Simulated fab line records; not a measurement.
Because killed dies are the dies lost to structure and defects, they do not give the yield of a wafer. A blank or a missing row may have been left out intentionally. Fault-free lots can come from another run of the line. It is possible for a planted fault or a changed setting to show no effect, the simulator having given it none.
Which tool did it? :: flow nandHarc :: Sampling: 15 lots, 42 wafers, 6 of 1302 route steps

WHAT THE GAUGES SHOWED, per wafer
NHARC_A_ONON_D2_THK_MEAS_05: measures by ellipsometry. Usual: 1002 nm for thkNm, sd 11.
lot: L966
measured: day 11 22:46
on: filmMetro-02
thkNm (nm): 990 988 989
flag: 

lot: L967
measured: day 13 03:39
on: filmMetro-02
thkNm (nm): 988 987 990
flag: 

lot: L970
measured: day 14 14:02
on: filmMetro-02
thkNm (nm): 1014 1015 1012
flag: 

lot: L972
measured: day 14 17:40
on: filmMetro-01
thkNm (nm): 987 989 989
flag: 

lot: L971
measured: day 15 05:17
on: filmMetro-02
thkNm (nm): 1006 1005 1005
flag: 

lot: L973
measured: day 15 12:38
on: filmMetro-01
thkNm (nm): 981 980 981
flag: 

lot: L974
measured: day 15 19:56
on: filmMetro-02
thkNm (nm): 1012 1011 1011
flag: 

lot: L975
measured: day 16 05:01
on: filmMetro-01
thkNm (nm): 1014 1013 1015
flag: 

lot: L977
measured: day 17 03:16
on: filmMetro-01
thkNm (nm): 1003 1006 1005
flag: 

lot: L976
measured: day 17 03:17
on: filmMetro-01
thkNm (nm): 985 987 985
flag: 

lot: L979
measured: day 17 19:23
on: filmMetro-02
thkNm (nm): 996 997 996
flag: 

lot: L981
measured: day 18 20:52
on: filmMetro-02
thkNm (nm): 1018 1017 1015
flag: 

lot: L986
measured: day 20 12:46
on: filmMetro-02
thkNm (nm): 1011 1009
flag: 

lot: L987
measured: day 21 01:23
on: filmMetro-02
thkNm (nm): 1005 1004
flag: 

lot: L988
measured: day 21 08:56
on: filmMetro-02
thkNm (nm): 1005 1007
flag: 

NHARC_A_ONON_D2_THK_MEAS_18: measures by ellipsometry. Usual: 997 nm for thkNm, sd 11.
lot: L966
measured: day 12 08:25
on: filmMetro-02
thkNm (nm): 1012 1011 1009
flag: 

lot: L967
measured: day 13 16:25
on: filmMetro-02
thkNm (nm): 984 982 981
flag: 

lot: L970
measured: day 15 02:39
on: filmMetro-02
thkNm (nm): 998 999 997
flag: 

lot: L972
measured: day 15 02:39
on: filmMetro-01
thkNm (nm): 993 993 994
flag: 

lot: L971
measured: day 15 14:56
on: filmMetro-01
thkNm (nm): 1006 1005 1005
flag: 

lot: L973
measured: day 15 21:40
on: filmMetro-01
thkNm (nm): 998 999 998
flag: 

lot: L974
measured: day 16 05:01
on: filmMetro-02
thkNm (nm): 1020 1021 1023
flag: 

lot: L975
measured: day 16 15:25
on: filmMetro-01
thkNm (nm): 998 998 998
flag: 

lot: L977
measured: day 17 12:41
on: filmMetro-01
thkNm (nm): 997 997 997
flag: 

lot: L976
measured: day 17 12:41
on: filmMetro-02
thkNm (nm): 1028 1029 1024
flag: 

lot: L979
measured: day 18 04:26
on: filmMetro-02
thkNm (nm): 989 990 988
flag: 

lot: L981
measured: day 19 06:49
on: filmMetro-02
thkNm (nm): 990 991 989
flag: 

lot: L986
measured: day 20 21:50
on: filmMetro-02
thkNm (nm): 985 987
flag: 

lot: L987
measured: day 21 13:34
on: filmMetro-01
thkNm (nm): 993 992
flag: 

lot: L988
measured: day 21 18:23
on: filmMetro-02
thkNm (nm): 1005 1004
flag: 

NHARC_A_ONON_D2_THK_MEAS_21: measures by ellipsometry. Usual: 999 nm for thkNm, sd 11.
lot: L966
measured: day 12 08:59
on: filmMetro-01
thkNm (nm): 986 986 985
flag: 

lot: L967
measured: day 13 16:59
on: filmMetro-01
thkNm (nm): 1006 1005 1007
flag: 

lot: L970
measured: day 15 03:13
on: filmMetro-01
thkNm (nm): 1001 1000 1002
flag: 

lot: L972
measured: day 15 03:13
on: filmMetro-02
thkNm (nm): 1012 1012 1011
flag: 

lot: L971
measured: day 15 15:30
on: filmMetro-02
thkNm (nm): 996 997 994
flag: 

lot: L973
measured: day 15 22:14
on: filmMetro-02
thkNm (nm): 991 988 991
flag: 

lot: L974
measured: day 16 05:35
on: filmMetro-02
thkNm (nm): 996 994 996
flag: 

lot: L975
measured: day 16 15:58
on: filmMetro-01
thkNm (nm): 995 997 997
flag: 

lot: L977
measured: day 17 13:15
on: filmMetro-02
thkNm (nm): 984 982 985
flag: 

lot: L976
measured: day 17 13:15
on: filmMetro-01
thkNm (nm): 1018 1016 1019
flag: 

lot: L979
measured: day 18 05:01
on: filmMetro-01
thkNm (nm): 997 997 996
flag: 

lot: L981
measured: day 19 07:22
on: filmMetro-01
thkNm (nm): 991 991 989
flag: 

lot: L986
measured: day 20 22:23
on: filmMetro-02
thkNm (nm): 997 997
flag: 

lot: L987
measured: day 21 14:08
on: filmMetro-01
thkNm (nm): 1001 1000
flag: 

lot: L988
measured: day 21 18:57
on: filmMetro-02
thkNm (nm): 996 995
flag: 

NHARC_A_ONON_D2_THK_MEAS_24: measures by ellipsometry. Usual: 1001 nm for thkNm, sd 5.6.
lot: L966
measured: day 12 09:32
on: filmMetro-01
thkNm (nm): 1008 1007 1009
flag: 

lot: L967
measured: day 13 17:34
on: filmMetro-01
thkNm (nm): 1010 1012 1010
flag: 

lot: L970
measured: day 15 03:47
on: filmMetro-02
thkNm (nm): 1007 1007 1008
flag: 

lot: L972
measured: day 15 03:47
on: filmMetro-01
thkNm (nm): 1004 1003 1003
flag: 

lot: L971
measured: day 15 16:04
on: filmMetro-01
thkNm (nm): 996 995 995
flag: 

lot: L973
measured: day 15 22:49
on: filmMetro-01
thkNm (nm): 990 992 992
flag: 

lot: L974
measured: day 16 06:10
on: filmMetro-02
thkNm (nm): 1011 1011 1012
flag: 

lot: L975
measured: day 16 16:32
on: filmMetro-01
thkNm (nm): 989 989 989
flag: 

lot: L977
measured: day 17 13:49
on: filmMetro-01
thkNm (nm): 1002 1002 1003
flag: 

lot: L976
measured: day 17 13:49
on: filmMetro-02
thkNm (nm): 993 993 993
flag: 

lot: L979
measured: day 18 05:35
on: filmMetro-01
thkNm (nm): 1000 999 998
flag: 

lot: L981
measured: day 19 07:56
on: filmMetro-02
thkNm (nm): 999 1000 999
flag: 

lot: L986
measured: day 20 22:57
on: filmMetro-01
thkNm (nm): 1001 662
flag: OFF

lot: L987
measured: day 21 14:43
on: filmMetro-01
thkNm (nm): 1001 662
flag: OFF

lot: L988
measured: day 21 19:31
on: filmMetro-02
thkNm (nm): 664 1000
flag: OFF

NHARC_END_SORT_01. Usual: killedAtArray 64, standard deviation 20; killedAtOther 0.7, standard deviation 1.1; killedAtPeriphery 3.6, standard deviation 2.7; killedDies 68, standard deviation 20; killedOpen 2.8, standard deviation 1.9; killedShort 2.3, standard deviation 1.5.
lot: L986
measured: day 33 02:13
on: prober-02
killedAtArray: 61 675
killedAtOther: 0 0
killedAtPeriphery: 2 2
killedDies: 63 677
killedOpen: 3 0
killedShort: 4 2
flag: OFF

lot: L987
measured: day 33 18:31
on: prober-02
killedAtArray: 52 676
killedAtOther: 0 0
killedAtPeriphery: 1 1
killedDies: 53 677
killedOpen: 2 2
killedShort: 2 2
flag: OFF

lot: L988
measured: day 33 16:53
on: prober-01
killedAtArray: 674 60
killedAtOther: 1 1
killedAtPeriphery: 2 3
killedDies: 677 64
killedOpen: 5 3
killedShort: 3 5
flag: OFF

WHICH TOOL RAN EACH LOT (tool, then ch and the chambers of the sampled wafers, then the start)
lot: L966
NHARC_A_ONON_D2_DEP_22: pecvdOnon-03 ch 0, day 12 09:02

lot: L967
NHARC_A_ONON_D2_DEP_22: pecvdOnon-01 ch 0, day 13 17:06

lot: L970
NHARC_A_ONON_D2_DEP_22: pecvdOnon-03 ch 0, day 15 03:20

lot: L972
NHARC_A_ONON_D2_DEP_22: pecvdOnon-01 ch 0, day 15 03:16

lot: L971
NHARC_A_ONON_D2_DEP_22: pecvdOnon-03 ch 0, day 15 15:41

lot: L973
NHARC_A_ONON_D2_DEP_22: pecvdOnon-02 ch 0, day 15 22:21

lot: L974
NHARC_A_ONON_D2_DEP_22: pecvdOnon-01 ch 0, day 16 05:39

lot: L975
NHARC_A_ONON_D2_DEP_22: pecvdOnon-03 ch 0, day 16 16:02

lot: L977
NHARC_A_ONON_D2_DEP_22: pecvdOnon-01 ch 0, day 17 13:22

lot: L976
NHARC_A_ONON_D2_DEP_22: pecvdOnon-03 ch 0, day 17 13:18

lot: L979
NHARC_A_ONON_D2_DEP_22: pecvdOnon-02 ch 0, day 18 05:04

lot: L981
NHARC_A_ONON_D2_DEP_22: pecvdOnon-01 ch 0, day 19 07:32

lot: L986
NHARC_A_ONON_D2_DEP_22: pecvdOnon-03 ch 0, day 20 22:37

lot: L987
NHARC_A_ONON_D2_DEP_22: pecvdOnon-03 ch 0, day 21 14:19

lot: L988
NHARC_A_ONON_D2_DEP_22: pecvdOnon-03 ch 0, day 21 19:01
- NHARC_A_ONON_D2_DEP_22: target thk 1000 nm.

WHAT THE TOOLS THEMSELVES READ (means of the sampled wafers that have a number; where no wafer has one, the mark that the record gives instead)
NHARC_A_ONON_D2_DEP_22. Usual: 399.99 C for susceptorTempC, sd 0.21.
lot: L966
tool: pecvdOnon-03
susceptorTempC (C): 400.10
flag: 

lot: L967
tool: pecvdOnon-01
susceptorTempC (C): 400.03
flag: 

lot: L970
tool: pecvdOnon-03
susceptorTempC (C): 399.94
flag: 

lot: L972
tool: pecvdOnon-01
susceptorTempC (C): 399.94
flag: 

lot: L971
tool: pecvdOnon-03
susceptorTempC (C): 400.00
flag: 

lot: L973
tool: pecvdOnon-02
susceptorTempC (C): 400.11
flag: 

lot: L974
tool: pecvdOnon-01
susceptorTempC (C): 400.00
flag: 

lot: L975
tool: pecvdOnon-03
susceptorTempC (C): 399.91
flag: 

lot: L977
tool: pecvdOnon-01
susceptorTempC (C): 400.00
flag: 

lot: L976
tool: pecvdOnon-03
susceptorTempC (C): 399.96
flag: 

lot: L979
tool: pecvdOnon-02
susceptorTempC (C): 399.96
flag: 

lot: L981
tool: pecvdOnon-01
susceptorTempC (C): 399.90
flag: 

lot: L986
tool: pecvdOnon-03
susceptorTempC (C): 399.62
flag: 

lot: L987
tool: pecvdOnon-03
susceptorTempC (C): 400.06
flag: 

lot: L988
tool: pecvdOnon-03
susceptorTempC (C): 400.35
flag: 

THE ANSWER, worked out from the rows above alone
Rule: a lot counts as off when the mean over its wafers that have a number is more than 3 standard deviations away from the usual mean. Also off: a lot with no number at a reading for which 4 or more lots have one. Where the step has rows for the other lots, those lots are counted as sound. The gauges are gone through in route order, then the tools' own readings, and for those a lot's mean is taken as printed above. The first step at which some lot is off is used, and at that step the reading that is off furthest; a lot without a number counts as furthest.
Off, at NHARC_A_ONON_D2_THK_MEAS_24 on thkNm: L986, L987, L988.
A tool fits if, at a process step before that reading, it ran every lot that is off, and no sound lot after the first of them. Not tried: the gauges at NHARC_A_ONON_D2_THK_MEAS_24; whatever is off there is also off at NHARC_END_SORT_01, on other tools, and gauge error can't account for it. One fits: pecvdOnon-03 at NHARC_A_ONON_D2_DEP_22. A fault onset in the window from L976 (day 17 13:18, its last sound lot) to L986 (day 20 22:37, its first lot off) fits.

WHAT HAD BEEN PUT IN BY THE SIMULATOR
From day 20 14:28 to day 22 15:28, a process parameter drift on pecvdOnon-03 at NHARC_A_ONON_D2_DEP_22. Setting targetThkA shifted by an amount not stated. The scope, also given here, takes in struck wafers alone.
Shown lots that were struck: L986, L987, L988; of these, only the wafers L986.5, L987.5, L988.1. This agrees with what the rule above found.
